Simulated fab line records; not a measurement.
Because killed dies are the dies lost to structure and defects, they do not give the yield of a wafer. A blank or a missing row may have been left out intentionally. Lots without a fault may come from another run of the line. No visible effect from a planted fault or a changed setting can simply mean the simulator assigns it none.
fab line records	flow nand-harc
[record] lots = 6	wafers = 18	last-day = 33
route steps=1302 shown A_SLIT@931 A_SIN_REMOVE@947 A_WL_FILL@952 END@1302
lots untouched by any fault: they come from a run of this same line in which no faults occurred
start-h: start of the lot's first displayed wafer, in hours after the record's first day	wait-h: hours from the lot's prior step to this one	" the same as in the row above	L1.1+2: one row covering several wafers at once	- no value present, or no start provided	* or withheld: withheld	< > ~ a bound
route shown NAME@n: NAME is a module with steps in the file, n the number in the route of the first one	usual: mean/standard deviation taken from wafers without a fault	same: alike in all rows	chamber/n: place in a boat	sites: the reading at each site	_std_site: standard deviation across them	_edge_site: the outer-site mean with the inner-site mean subtracted	radius-mm: how far each site lies from the wafer's centre	mask NAME#n: copy n	behind: the most recent tool/chamber to have shaped the wafer	hold: reason for holding the lot/hours on hold/outcome of the hold	device: transistor that didn't switch, given as n, p or np	end of line: the same wafers' tests at the end of the route	for a step that has no rows: nothing shown but its recipe	killed: dies lost to structure and defects at the first sort, not the wafer's yield	map: per-die view of a wafer (x killed, . not killed, _ where there is no die)
set.NAME: the run value of the setting; set.NAME@STEP: its run value at that earlier step	model.NAME: the simulator's own value behind a step, which no gauge read
lots seen at some steps along the route; tables by step, rows by wafer
services: the hour from which a tool's chamber was out of use, counted from the record's first day as start-h (under 0 if before that day), plus the number of hours and why
[[steps]]
[step NHARC_A_SLIT_PEB_07]
[recipe] peb-temp-c = 100	peb-time-s = 65
[step NHARC_A_SLIT_DEVELOP_08]
[recipe] develop-time-s = 35	dev-temp-c = 23
[step NHARC_A_SLIT_CD_MEAS_09]
[recipe] target-cd-nm = 300	landing-energy-ev = 500
[usual] cd-nm = 299.6/1
lot.wafer	tool	chamber	start-h	wait-h	cd-nm
L649.1	cd-sem-01	0	472.21	-	299.7
L649.2	"	0	"	"	299.4
L649.6	"	0	"	"	298.7
L655.1	cd-sem-01	0	514.73	-	299.7
L655.4	"	0	"	"	300.4
L655.5	"	0	"	"	300.7
L656.3	cd-sem-01	0	530.86	-	299.7
L656.4	"	0	"	"	299.5
L656.6	"	0	"	"	299.7
L667.3	cd-sem-02	0	643.09	-	300.8
L667.5	"	0	"	"	300.3
L667.6	"	0	"	"	300.4
L669.1	cd-sem-01	0	671.55	-	300.1
L669.5	"	0	"	"	299.4
L669.6	"	0	"	"	300.1
L670.1	cd-sem-01	0	673.28	-	298.8
L670.4	"	0	"	"	297.4
L670.6	"	0	"	"	299.4
[step NHARC_A_SLIT_OVL_MEAS_10]
[usual] overlay-x-nm = -0.2/0.99	overlay-y-nm = 0.0/0.83
lot.wafer	tool	chamber	start-h	wait-h	overlay-x-nm	overlay-y-nm
L649.1	overlay-01	-	472.30	-	-0.8	0.0
L649.2	"	-	"	"	-1.1	-0.1
L649.6	"	-	"	"	-1.2	0.5
L655.1	overlay-01	-	514.81	-	0.1	0.1
L655.4	"	-	"	"	0.3	0.7
L655.5	"	-	"	"	0.6	0.9
L656.3	overlay-01	-	530.94	-	0.9	-0.3
L656.4	"	-	"	"	0.6	-0.7
L656.6	"	-	"	"	0.5	-0.6
L667.3	overlay-02	-	643.17	-	0.8	0.5
L667.5	"	-	"	"	0.6	0.3
L667.6	"	-	"	"	0.3	0.6
L669.1	overlay-02	-	671.64	-	0.6	0.9
L669.5	"	-	"	"	0.1	0.2
L669.6	"	-	"	"	0.8	0.9
L670.1	overlay-01	-	673.37	-	-2.9	0.3
L670.4	"	-	"	"	-2.1	0.1
L670.6	"	-	"	"	-2.3	-0.1
[step NHARC_A_SLIT_INSPECT_11]
[usual] raw-defect-count = 55/32
lot.wafer	tool	chamber	start-h	wait-h	raw-defect-count
L649.1	defect-inspect-02	-	472.34	0.0	64
L649.2	"	-	"	"	65
L649.6	"	-	"	"	58
L655.1	defect-inspect-01	-	514.85	0.0	85
L655.4	"	-	"	"	84
L655.5	"	-	"	"	87
L656.3	defect-inspect-01	-	530.98	0.0	23
L656.4	"	-	"	"	31
L656.6	"	-	"	"	19
L667.3	defect-inspect-01	-	643.21	0.0	64
L667.5	"	-	"	"	59
L667.6	"	-	"	"	60
L669.1	defect-inspect-01	-	671.68	0.0	10
L669.5	"	-	"	"	12
L669.6	"	-	"	"	12
L670.1	defect-inspect-02	-	673.41	0.0	14
L670.4	"	-	"	"	12
L670.6	"	-	"	"	13
[step NHARC_A_SLIT_DESCUM_14]
[recipe] time-s = 3	o2-flow-sccm = 200	ar-flow-sccm = 0	bias-power-w = 0	chemistry = O2
[usual] drypump-motor-current-A = 5.6/0.57	oes-product-au = 0.998/0.012	rf-vpp-V = 57.7/0.94	showerhead-plenum-p-Torr = 1.89/0.092	throttle-valve-pct = 11.312/0.0094
lot.wafer	tool	chamber	start-h	wait-h	drypump-motor-current-A	oes-product-au	rf-hours-counter-h	rf-vpp-V	showerhead-plenum-p-Torr	throttle-valve-pct
L649.1	rie-diel-03	3	472.40	0.1	5.0	1.024	0	57.9	1.81	11.306
L649.2	"	1	"	"	5.3	0.991	0	56.2	1.82	11.312
L649.6	"	3	"	"	5.0	1.026	-	56.6	1.81	11.320
L655.4	rie-diel-02	1	514.91	0.1	4.8	0.977	6	58.3	1.82	11.306
L655.1	"	3	"	"	4.8	1.004	5	56.5	1.79	11.318
L655.5	"	1	"	"	4.8	0.987	-	56.8	1.82	11.309
L656.3	rie-diel-02	2	531.04	0.1	5.8	0.993	8	57.2	1.87	11.314
L656.4	"	3	"	"	4.8	0.995	6	56.3	1.79	11.292
L656.6	"	2	"	"	5.7	0.987	-	56.7	1.87	11.324
L667.3	rie-diel-02	2	643.28	0.1	5.8	1.006	6	57.0	1.87	11.307
L667.6	"	0	"	"	5.9	0.993	-	57.4	2.05	11.307
L667.5	"	1	"	"	4.8	0.985	-	56.6	1.82	11.326
L669.1	rie-diel-02	3	671.76	0.1	4.8	0.996	8	57.6	1.79	11.316
L669.6	"	1	"	"	4.8	0.985	-	57.1	1.82	11.331
L669.5	"	2	"	"	5.7	1.001	-	56.5	1.87	11.299
L670.4	rie-diel-02	3	673.48	0.1	4.8	1.009	8	56.1	1.79	11.323
L670.1	"	0	"	"	5.9	0.999	8	59.9	2.05	11.310
L670.6	"	1	"	"	4.8	0.982	-	57.9	1.82	11.321
[step NHARC_A_SLIT_ETCH_24]
[recipe] target-depth-a = 1210	time-s = 60.5	cf4-flow-sccm = 100	chf3-flow-sccm = 30	ar-flow-sccm = 0	rf-w = 500	bias-w = 200	chemistry = CF4/CHF3
[usual] drypump-motor-current-A = 5.6/0.58	oes-product-au = 0.960/0.02	rf-vpp-V = 369.9/2.5	showerhead-plenum-p-Torr = 1.56/0.072	throttle-valve-pct = 16.802/0.0085
lot.wafer	tool	chamber	start-h	wait-h	drypump-motor-current-A	oes-product-au	rf-hours-counter-h	rf-vpp-V	showerhead-plenum-p-Torr	throttle-valve-pct
L649.1	rie-diel-03	1	472.49	0.1	5.3	0.971	0	367.1	1.50	16.808
L649.2	"	3	"	"	5.0	0.990	0	367.7	1.49	16.799
L649.6	"	1	"	"	5.2	0.971	-	367.6	1.50	16.808
L655.4	rie-diel-02	3	515.00	0.1	4.8	0.971	5	368.0	1.48	16.793
L655.1	"	0	"	"	5.9	0.962	5	374.4	1.68	16.826
L655.5	"	0	"	"	5.8	0.967	-	374.9	1.68	16.802
L656.4	rie-diel-02	3	531.13	0.1	4.8	0.957	6	367.4	1.48	16.803
L656.3	"	1	"	"	4.8	0.952	7	367.3	1.50	16.798
L656.6	"	3	"	"	4.8	0.961	-	367.7	1.48	16.805
L667.3	rie-diel-02	1	643.35	0.1	4.8	0.944	4	367.4	1.50	16.800
L667.6	"	1	"	"	4.8	0.944	-	368.0	1.50	16.812
L667.5	"	2	"	"	5.7	0.976	-	371.2	1.54	16.793
L669.1	rie-diel-02	3	671.83	0.1	4.8	0.982	8	368.2	1.48	16.800
L669.6	"	1	"	"	4.8	0.944	-	369.0	1.50	16.805
L669.5	"	2	"	"	5.8	0.961	-	368.7	1.54	16.803
L670.4	rie-diel-02	1	673.56	0.1	4.8	0.948	7	369.7	1.50	16.801
L670.1	"	2	"	"	5.8	0.974	8	369.2	1.54	16.803
L670.6	"	1	"	"	4.8	0.947	-	368.2	1.50	16.800
[step NHARC_A_SLIT_ETCH_15]
[recipe] target-depth-a = 62000	over-etch-frac = 0.3	time-s = 1612	ion-energy-ev = 150	o2-flow-sccm = 400	cos-flow-sccm = 20	ar-flow-sccm = 0	rf-w = 500	bias-w = 300	chemistry = O2/COS
[usual] drypump-motor-current-A = 5.6/0.58	oes-product-au = 0.999/0.012	rf-vpp-V = 313.6/2.3	showerhead-plenum-p-Torr = 3.09/0.14	throttle-valve-pct = 28.329/0.0092
lot.wafer	tool	chamber	start-h	wait-h	drypump-motor-current-A	oes-product-au	rf-hours-counter-h	rf-vpp-V	showerhead-plenum-p-Torr	throttle-valve-pct
L649.1	rie-diel-03	2	-	-	6.4	1.021	0	312.2	2.98	28.333
L649.2	"	3	"	"	5.0	1.030	0	310.4	2.96	28.321
L649.6	"	2	"	"	6.4	1.011	-	312.3	2.98	28.330
L655.4	rie-diel-02	1	-	-	4.8	0.981	6	311.7	2.98	28.331
L655.1	"	0	"	"	5.9	0.990	5	317.5	3.34	28.344
L655.5	"	2	"	"	5.7	1.008	-	313.9	3.06	28.327
L656.4	rie-diel-02	2	-	-	5.8	0.986	8	314.3	3.06	28.327
L656.3	"	3	"	"	4.8	0.998	6	310.9	2.94	28.305
L656.6	"	1	"	"	4.8	0.968	-	311.7	2.97	28.326
L667.3	rie-diel-02	3	-	-	4.8	1.021	6	310.7	2.93	28.310
L667.5	"	3	"	"	4.8	1.004	-	309.9	2.93	28.319
L667.6	"	0	"	"	5.9	1.007	-	316.1	3.34	28.322
L669.1	rie-diel-02	0	-	-	5.9	1.013	7	317.1	3.34	28.325
L669.5	"	1	"	"	4.8	0.987	-	311.6	2.97	28.328
L669.6	"	2	"	"	5.7	1.016	-	312.6	3.06	28.332
L670.4	rie-diel-02	2	-	-	5.8	1.015	8	313.8	3.06	28.327
L670.1	"	1	"	"	4.8	0.971	7	312.8	2.97	28.334
L670.6	"	2	"	"	5.8	1.006	-	314.5	3.06	28.329
[step NHARC_A_SLIT_ETCH_17]
[recipe] bias-v = 900	source-w = withheld	pressure-mtorr = 20	ar-flow-sccm = 375	c4f8-flow-sccm = 83.3	o2-flow-sccm = 41.7	time-s = 4254.5	target-depth-a = 2.03e+05	chemistry = C4F8/O2/Ar
[step NHARC_A_SLIT_ETCH_26]
[recipe] bias-v = 400	source-w = 2000	pressure-mtorr = 25	time-s = 90	ar-flow-sccm = 375	c4f8-flow-sccm = 41.7	o2-flow-sccm = 83.3	target-depth-a = 4000	chemistry = C4F8/O2/Ar
[usual] drypump-motor-current-A = 6.2/0.38	showerhead-plenum-p-Torr = 3.69/0.12	throttle-valve-pct = 27.620/0.0089
lot.wafer	tool	chamber	start-h	wait-h	drypump-motor-current-A	rf-hours-counter-h	showerhead-plenum-p-Torr	throttle-valve-pct
L649.1	har-etch-01	1	477.28	3.0	6.5	263	3.60	27.627
L649.2	"	0	"	"	6.4	263	3.68	27.618
L649.6	"	0	"	"	6.3	-	3.68	27.631
L655.1	har-etch-01	0	519.77	3.0	6.4	286	3.66	27.621
L655.4	"	0	"	"	6.4	-	3.66	27.626
L655.5	"	0	"	"	6.4	-	3.66	27.615
L656.4	har-etch-01	0	535.96	1.9	6.4	-	3.66	27.635
L656.3	"	1	"	"	6.5	-	3.58	27.611
L656.6	"	0	"	"	6.5	-	3.66	27.609
L667.3	har-etch-02	0	648.28	1.9	5.6	-	3.87	27.619
L667.6	"	0	"	"	5.6	-	3.87	27.614
L667.5	"	1	"	"	5.9	-	3.67	27.625
L669.1	har-etch-02	1	676.65	2.5	5.9	164	3.66	27.627
L669.6	"	0	"	"	5.6	-	3.86	27.619
L669.5	"	1	"	"	5.9	-	3.66	27.622
L670.1	har-etch-01	0	678.30	3.0	6.4	377	3.61	27.632
L670.4	"	0	"	"	6.4	-	3.61	27.626
L670.6	"	0	"	"	6.4	-	3.61	27.623
[step NHARC_A_SLIT_STRIP_28]
[recipe] o2-flow-sccm = 400	cos-flow-sccm = 20	ar-flow-sccm = 0	bias-w = 0	chemistry = O2/COS
[step NHARC_A_SLIT_ETCH_29]
[recipe] target-depth-a = 1000	overetch-a = 100	time-s = 55	ion-energy-ev = 100	cf4-flow-sccm = 80	o2-flow-sccm = 20	ar-flow-sccm = 0	rf-w = 300	bias-w = 100	chemistry = CF4/O2
[usual] drypump-motor-current-A = 5.6/0.58	oes-product-au = 1.001/0.013	rf-vpp-V = 197.4/1.4	showerhead-plenum-p-Torr = 1.31/0.061	throttle-valve-pct = 13.396/0.0095
lot.wafer	tool	chamber	start-h	wait-h	drypump-motor-current-A	oes-product-au	rf-hours-counter-h	rf-vpp-V	showerhead-plenum-p-Torr	throttle-valve-pct
L649.2	rie-diel-02	3	478.17	0.1	4.8	1.003	4.2	196.2	1.25	13.402
L649.1	"	0	"	"	5.8	0.986	3.9	199.6	1.43	13.405
L649.6	"	3	"	"	4.8	1.003	-	196.4	1.25	13.389
L655.1	rie-diel-12	2	520.66	0.1	6.1	1.009	5.4	201.3	1.41	13.395
L655.4	"	3	"	"	5.7	0.998	5.9	198.8	1.33	13.386
L655.5	"	0	"	"	6.6	0.998	-	197.9	1.40	13.387
L656.3	rie-diel-12	1	536.81	0.1	5.8	0.986	4.0	197.0	1.28	13.398
L656.4	"	1	"	"	5.8	0.987	-	197.8	1.28	13.392
L656.6	"	2	"	"	6.2	1.011	-	199.3	1.41	13.403
L667.3	rie-diel-12	2	649.12	0.1	6.2	1.002	0.2	198.5	1.41	13.401
L667.5	"	0	"	"	6.6	1.016	-	198.1	1.40	13.403
L667.6	"	1	"	"	5.8	0.960	-	196.5	1.28	13.392
L669.1	rie-diel-12	1	677.51	0.1	5.8	0.974	0.6	198.5	1.28	13.389
L669.6	"	0	"	"	6.6	1.003	-	200.0	1.40	13.408
L669.5	"	1	"	"	5.8	0.964	-	196.8	1.28	13.394
L670.1	rie-diel-03	1	679.18	0.1	5.3	0.981	1.7	196.1	1.27	13.394
L670.4	"	3	"	"	5.0	1.008	2.7	197.6	1.26	13.398
L670.6	"	1	"	"	5.3	0.974	-	197.0	1.27	13.391
[step NHARC_A_SLIT_STRIP_18]
[recipe] o2-flow-sccm = 500	ar-flow-sccm = 0	bias-w = 0	chemistry = O2
[usual] drypump-motor-current-A = 5.6/0.56	oes-product-au = 1.000/0.012	rf-vpp-V = 57.7/0.86	showerhead-plenum-p-Torr = 3.48/0.15	throttle-valve-pct = 17.037/0.009
lot.wafer	tool	chamber	start-h	wait-h	drypump-motor-current-A	oes-product-au	rf-hours-counter-h	rf-vpp-V	showerhead-plenum-p-Torr	throttle-valve-pct
L649.1	rie-diel-02	3	478.25	-	4.8	0.991	4.2	58.2	3.32	17.028
L649.2	"	0	"	"	5.9	0.982	4.0	57.7	3.77	17.024
L649.6	"	0	"	"	5.8	0.991	-	59.2	3.77	17.046
L655.4	rie-diel-12	2	520.76	-	6.2	1.010	5.4	58.2	3.72	17.036
L655.1	"	3	"	"	5.7	1.002	5.9	56.7	3.52	17.028
L655.5	"	2	"	"	6.2	1.007	-	58.8	3.72	17.049
L656.3	rie-diel-12	2	536.93	-	6.2	1.010	6.7	58.3	3.72	17.042
L656.4	"	1	"	"	5.8	0.994	-	57.5	3.40	17.026
L656.6	"	2	"	"	6.2	1.007	-	57.5	3.72	17.028
L667.3	rie-diel-12	0	649.21	-	6.7	1.021	0.3	57.9	3.69	17.028
L667.6	"	3	"	"	5.7	0.998	-	56.5	3.52	17.035
L667.5	"	0	"	"	6.7	1.017	-	58.4	3.69	17.046
L669.1	rie-diel-12	2	677.59	-	6.2	1.010	0.6	57.7	3.72	17.036
L669.5	"	2	"	"	6.1	0.996	-	58.4	3.72	17.044
L669.6	"	3	"	"	5.7	1.007	-	57.7	3.52	17.038
L670.1	rie-diel-03	0	679.27	-	5.5	0.997	2.7	56.9	3.49	17.051
L670.4	"	1	"	"	5.3	0.992	1.7	57.1	3.35	17.028
L670.6	"	0	"	"	5.5	0.998	-	57.8	3.49	17.048
[step NHARC_A_SLIT_PRECLEAN_19]
[recipe] time-s = *	temp-c = 50	bath-age-min = 0	chemistry = SC1
[step NHARC_A_SLIT_SRD_20]
[step NHARC_A_SLIT_CD_MEAS_21]
[usual] cd-nm = 289.8/0.95
lot.wafer	tool	chamber	start-h	wait-h	cd-nm
L649.1	cd-sem-02	-	478.70	-	290.3
L649.2	"	-	"	"	290.4
L649.6	"	-	"	"	290.5
L655.1	cd-sem-02	-	521.19	-	291.0
L655.4	"	-	"	"	291.0
L655.5	"	-	"	"	291.4
L656.3	cd-sem-02	-	537.40	-	291.1
L656.4	"	-	"	"	290.5
L656.6	"	-	"	"	291.7
L667.3	cd-sem-01	-	649.64	-	289.7
L667.5	"	-	"	"	290.0
L667.6	"	-	"	"	290.2
L669.1	cd-sem-02	-	678.04	-	290.5
L669.5	"	-	"	"	289.6
L669.6	"	-	"	"	289.4
L670.1	cd-sem-03	-	679.72	-	290.4
L670.4	"	-	"	"	290.1
L670.6	"	-	"	"	290.5
[step NHARC_A_SIN_REMOVE_WET_00]
[recipe] temp-c = 160	time-s = 15300	chemistry = H3PO4
[step NHARC_A_SIN_REMOVE_PRECLEAN_01]
[recipe] time-s = *	temp-c = 50	bath-age-min = 0	chemistry = SC1
[step NHARC_A_SIN_REMOVE_SRD_02]
[step NHARC_A_SIN_REMOVE_INSPECT_04]
[usual] raw-defect-count = 383/96
lot.wafer	tool	chamber	start-h	wait-h	raw-defect-count
L649.1	defect-inspect-01	-	485.36	0.0	392
L649.2	"	-	"	"	303
L649.6	"	-	"	"	333
L655.1	defect-inspect-01	-	527.77	0.0	1363
L655.4	"	-	"	"	1356
L655.5	"	-	"	"	1325
L656.3	defect-inspect-01	-	543.91	0.0	1351
L656.4	"	-	"	"	1142
L656.6	"	-	"	"	1140
L667.3	defect-inspect-02	-	656.24	0.0	321
L667.5	"	-	"	"	325
L667.6	"	-	"	"	377
L669.1	defect-inspect-02	-	684.66	0.0	296
L669.5	"	-	"	"	248
L669.6	"	-	"	"	333
L670.1	defect-inspect-01	-	686.39	0.0	285
L670.4	"	-	"	"	277
L670.6	"	-	"	"	245
[step NHARC_A_WL_FILL_ALD_00]
[recipe] target-thk-a = 30	pulse-time-s = 3	ald-cycles = 30	temp-c = 300	material = Al2O3
[step NHARC_END_SORT_01]
[recipe] temp-c = 25
[usual] killed-at-array = 52/16	killed-at-other = 0.8/0.98	killed-at-periphery = 4.2/2.9	killed-dies = 57/16	killed-open = 3.3/1.9	killed-short = 2.5/1.5
[same] gross-dies = 677
lot.wafer	tool	chamber	start-h	wait-h	killed-at-array	killed-at-other	killed-at-periphery	killed-dies	killed-open	killed-short
L655.1	prober-01	0	624.73	2.5	142	0	1	143	3	0
L655.4	prober-01	0	627.15	3.4	130	0	2	132	3	1
L655.5	prober-01	0	627.95	3.7	120	0	2	122	2	1
L656.3	prober-01	0	641.67	3.1	116	2	3	121	1	2
L656.4	prober-01	0	642.47	3.4	154	0	9	163	4	2
L656.6	prober-01	0	644.06	4.0	116	0	11	127	6	4
// killed by level:class
L655.1 A_SLIT:unspecified=51 A_SLIT:chamber-film-flake=38 A_CHANNEL_HOLE_D1:chamber-film-flake=32 A_CHANNEL_HOLE_D2:chamber-film-flake=11 A_STAIRCASE:chamber-film-flake=3 A_WL_FILL:geometric-particle:open=2 A_M0:geometric-particle:open=1 P_STI:chamber-film-flake=1
L655.4 A_SLIT:unspecified=72 A_SLIT:chamber-film-flake=29 A_CHANNEL_HOLE_D2:chamber-film-flake=11 A_WL_FILL:chamber-film-flake=6 A_M0:chamber-film-flake=4 A_CONTACT:chamber-film-flake=3 P_STI:geometric-particle:open=1 A_ONON_D1:geometric-particle:open=1
L655.5 A_SLIT:unspecified=70 A_SLIT:chamber-film-flake=29 A_CHANNEL_HOLE_D2:chamber-film-flake=13 P_ZERO_WELL:chamber-film-flake=2 A_WL_FILL:chamber-film-flake=2 A_CONTACT:chamber-film-flake=2 A_CHANNEL_HOLE_D1:geometric-particle:short=1 A_CONTACT:geometric-particle:open=1
L656.3 A_SLIT:unspecified=68 A_SLIT:chamber-film-flake=24 A_CHANNEL_HOLE_D2:chamber-film-flake=13 A_CHANNEL_HOLE_D1:chamber-film-flake=4 P_CONTACT:chamber-film-flake=2 A_STAIRCASE:chamber-film-flake=2 A_WL_FILL:chamber-film-flake=2 P_M1:geometric-particle:open=1
L656.4 A_SLIT:unspecified=99 A_SLIT:chamber-film-flake=30 A_CHANNEL_HOLE_D2:chamber-film-flake=13 P_CONTACT:chamber-film-flake=4 A_STAIRCASE:chamber-film-flake=4 A_CHANNEL_FILL_D1:chamber-film-flake=2 P_M0:geometric-particle:open=1 P_M1:geometric-particle:open=1
L656.6 A_SLIT:unspecified=61 A_SLIT:chamber-film-flake=28 A_CHANNEL_HOLE_D2:chamber-film-flake=9 P_CONTACT:chamber-film-flake=4 P_ZERO_WELL:chamber-film-flake=3 A_WL_FILL:chamber-film-flake=3 A_CONTACT:chamber-film-flake=3 A_CHANNEL_FILL_D2:geometric-particle:open=2
// map L655.1 (x killed, . not)
____________.____________
_________......._________
_______..........._______
______.............______
_____..............._____
____x.............x..____
____x................____
___xxx...........xx...___
___xxx............xxx.___
__xxxx..............xxx__
__xxxxx...........xxxxx__
_xxxxxx............xxxx._
_xxxxx............xxxxx._
_xxxxx...............x.x_
_xxxxx............xxx..x_
_xxxxx..............xx.._
xxxxx....x..........x.x..
xxx......................
.x.......................
.......x.................
.......x........x........
_...xx.x.....x.........._
_....x..x........x......_
_...xx.x................_
_.x.x.xxxx.............._
_...xxxxx..............x_
__..xxxxx..............__
__.xx.xxxx.............__
___..x...x........xx..___
___..x.x..........x..x___
____.x..........x....____
____...............xx____
_____xx.........xx.._____
______..........xx.______
_______.......x.x._______
_________.....x._________
____________.____________
// map L656.4 (x killed, . not)
____________.____________
_________......._________
_______..........._______
______.............______
_____..............._____
____.................____
____.................____
___................x..___
___........x.x....xx..___
__........x............__
__.....................__
_....x.................._
_..................x...._
_.......x..............._
_......................._
_.x....................._
............x.xx.........
.............xxxx........
..........x.x.xxxx.......
...........xxxxxxxx......
.....x.x...xxxxxxxx......
_x....x..xxxxxxxxx...x.._
_......x..xxxxxxxx......_
_...xxxxx.xxxxxxxxxx...._
_...xxxxxxxxxxxxxxx....._
_.x.xxxxxxxxxxxxxxx.x..._
__..x.xx..xxxxxxxxx....__
__x..xx....xxxxxx..x...__
___x...xx..xxxxxx.x...___
___........x.xxx......___
____.x....x..xx.xxx..____
____..........xxxx...____
_____.........xxxx.._____
______..........xx.______
_______..........x_______
_________......._________
____________.____________
[[services]]
tool	chamber	start-h	hours	kind
rie-diel-03	0	448.87	6.7	repair
rie-diel-02	0	451.70	-	clean
rie-diel-02	1	451.70	-	clean
rie-diel-02	2	451.70	-	clean
rie-diel-02	3	451.70	-	clean
rie-diel-03	-	458.30	9.0	pm
rie-diel-02	0	476.20	-	clean
rie-diel-02	1	476.20	-	clean
rie-diel-02	2	476.20	-	clean
rie-diel-02	3	476.20	-	clean
rie-diel-02	0	500.70	-	clean
rie-diel-02	1	500.70	-	clean
rie-diel-02	2	500.70	-	clean
rie-diel-02	3	500.70	-	clean
rie-diel-02	0	525.23	-	clean
rie-diel-02	1	525.23	-	clean
rie-diel-02	2	525.23	-	clean
rie-diel-12	3	530.82	7.2	repair
rie-diel-02	-	570.70	9.0	pm
rie-diel-03	3	575.24	11.4	repair
rie-diel-03	0	602.78	9.4	repair
rie-diel-12	-	622.40	9.0	pm
rie-diel-02	1	630.49	7.7	repair
rie-diel-03	-	635.30	9.0	pm
[[key]]
[first-sign] step = NHARC_A_SIN_REMOVE_INSPECT_04	reading = raw-defect-count	direction = up	sigmas = 9.4	usual = 383	struck = 1280
[effect] step = NHARC_END_SORT_01	reading = killed-at-array	direction = up	sigmas = 4.9	usual = 52	struck = 130
[more-kills-born-at] NHARC_A_SLIT_STRIP_18@rie-diel-12 = 421
met-at NHARC_A_SLIT_STRIP_18
struck-wafers L655.1,L655.4,L655.5,L656.3,L656.4,L656.6
tester-left-out L655,L656
[fault] kind = chamber-particle-source	tool = rie-diel-12	chamber = -	onset-h = 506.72	steps = NHARC_A_SLIT_STRIP_18	rate-per-visit-cm2 = 1.3266	end-h = 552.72
// tester-left-out: of these lots the tester's yield and bins aren't shown, on N5 and GAA mostly nor the transistor test; their killed dies are dies lost to structure and defects alone, not to doping, threshold or leakage, so they don't give the yield
